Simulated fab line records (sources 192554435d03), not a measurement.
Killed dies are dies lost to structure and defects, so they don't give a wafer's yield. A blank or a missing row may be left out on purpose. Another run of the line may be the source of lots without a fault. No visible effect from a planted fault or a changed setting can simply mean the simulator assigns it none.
Matching of chambers :: flow n5-finfet :: N5_FIN_SAQP_HM_DEP_03 on pecvd-02 has 3 sister chambers
The step deposits SiNx from SiH4/NH3/N2, target thk 38 nm, time 33.6 s. 18 wafers are shown with their chamber, then 9 later ones without.

== WAFERS PAIRED WITH THEIR CHAMBERS ==
wafer: L075.2
chamber: 0
throttle-valve-pct (%): 38.4
showerhead-plenum-p-Torr (Torr): 5.17
heater-power-w (W): 862

wafer: L075.4
chamber: 2
throttle-valve-pct (%): 37.0
showerhead-plenum-p-Torr (Torr): 5.14
heater-power-w (W): 757

wafer: L075.6
chamber: 1
throttle-valve-pct (%): 40.8
showerhead-plenum-p-Torr (Torr): 5.10
heater-power-w (W): 572

wafer: L078.2
chamber: 2
throttle-valve-pct (%): 36.9
showerhead-plenum-p-Torr (Torr): 5.15
heater-power-w (W): 769

wafer: L078.4
chamber: 1
throttle-valve-pct (%): 40.7
showerhead-plenum-p-Torr (Torr): 5.09
heater-power-w (W): 677

wafer: L078.5
chamber: 2
throttle-valve-pct (%): 37.2
showerhead-plenum-p-Torr (Torr): 5.14
heater-power-w (W): 756

wafer: L083.1
chamber: 0
throttle-valve-pct (%): 38.5
showerhead-plenum-p-Torr (Torr): 5.15
heater-power-w (W): 861

wafer: L083.2
chamber: 2
throttle-valve-pct (%): 37.4
showerhead-plenum-p-Torr (Torr): 5.15
heater-power-w (W): 731

wafer: L083.3
chamber: 1
throttle-valve-pct (%): 41.0
showerhead-plenum-p-Torr (Torr): 5.10
heater-power-w (W): 565

wafer: L083.4
chamber: 2
throttle-valve-pct (%): 37.3
showerhead-plenum-p-Torr (Torr): 5.13
heater-power-w (W): 756

wafer: L083.5
chamber: 0
throttle-valve-pct (%): 38.4
showerhead-plenum-p-Torr (Torr): 5.17
heater-power-w (W): 889

wafer: L083.6
chamber: 1
throttle-valve-pct (%): 41.1
showerhead-plenum-p-Torr (Torr): 5.10
heater-power-w (W): 567

wafer: L084.1
chamber: 1
throttle-valve-pct (%): 41.0
showerhead-plenum-p-Torr (Torr): 5.10
heater-power-w (W): 703

wafer: L084.2
chamber: 2
throttle-valve-pct (%): 37.1
showerhead-plenum-p-Torr (Torr): 5.15
heater-power-w (W): 820

wafer: L084.3
chamber: 0
throttle-valve-pct (%): 38.4
showerhead-plenum-p-Torr (Torr): 5.17
heater-power-w (W): 844

wafer: L084.4
chamber: 1
throttle-valve-pct (%): 40.9
showerhead-plenum-p-Torr (Torr): 5.12
heater-power-w (W): 693

wafer: L084.5
chamber: 0
throttle-valve-pct (%): 38.2
showerhead-plenum-p-Torr (Torr): 5.18
heater-power-w (W): 852

wafer: L084.6
chamber: 2
throttle-valve-pct (%): 37.1
showerhead-plenum-p-Torr (Torr): 5.14
heater-power-w (W): 786

SIGNATURES, as means of the wafers listed above
reading: throttle-valve-pct
chamber 0: 38.380
chamber 1: 40.917
chamber 2: 37.143
scatter within a chamber: 0.149

reading: showerhead-plenum-p-Torr
chamber 0: 5.1680
chamber 1: 5.1017
chamber 2: 5.1429
scatter within a chamber: 0.00933

reading: heater-power-w
chamber 0: 861.60
chamber 1: 629.50
chamber 2: 767.86
scatter within a chamber: 44
Rule: for each reading, subtract the chamber's mean from the wafer's reading, divide by that reading's scatter and square the result; add these up over the readings and take the root, which gives the wafer's distance from the chamber. The wafer belongs to the nearest chamber; if the next one is less than 2 further off, it can't be placed. The scatter: the root of (the sum of the squares of (reading less its chamber's mean) over the shown wafers, divided by (wafers less chambers)).

== WAFERS WITHOUT THEIR CHAMBER ==
wafer: L087.1
throttle-valve-pct (%): 41.0
showerhead-plenum-p-Torr (Torr): 5.12
heater-power-w (W): 672

wafer: L087.2
throttle-valve-pct (%): 37.2
showerhead-plenum-p-Torr (Torr): 5.15
heater-power-w (W): 756

wafer: L087.3
throttle-valve-pct (%): 38.3
showerhead-plenum-p-Torr (Torr): 5.16
heater-power-w (W): 897

wafer: L087.4
throttle-valve-pct (%): 38.2
showerhead-plenum-p-Torr (Torr): 5.17
heater-power-w (W): 904

wafer: L087.5
throttle-valve-pct (%): 40.9
showerhead-plenum-p-Torr (Torr): 5.11
heater-power-w (W): 651

wafer: L087.6
throttle-valve-pct (%): 37.3
showerhead-plenum-p-Torr (Torr): 5.13
heater-power-w (W): 759

wafer: L096.1
throttle-valve-pct (%): 38.5
showerhead-plenum-p-Torr (Torr): 5.18
heater-power-w (W): 802

wafer: L096.3
throttle-valve-pct (%): 37.5
showerhead-plenum-p-Torr (Torr): 5.14
heater-power-w (W): 784

wafer: L096.5
throttle-valve-pct (%): 40.8
showerhead-plenum-p-Torr (Torr): 5.12
heater-power-w (W): 666

== WHICH CHAMBER EACH WENT THROUGH ==
wafer: L087.1
from the rows above: 1
in truth: 1

wafer: L087.2
from the rows above: 2
in truth: 2

wafer: L087.3
from the rows above: 0
in truth: 0

wafer: L087.4
from the rows above: 0
in truth: 0

wafer: L087.5
from the rows above: 1
in truth: 1

wafer: L087.6
from the rows above: 2
in truth: 2

wafer: L096.1
from the rows above: 0
in truth: 0

wafer: L096.3
from the rows above: 2
in truth: 2

wafer: L096.5
from the rows above: 1
in truth: 1
9 of 9 placed correctly. Can't be placed from these rows: 0. Placed wrongly: 0.
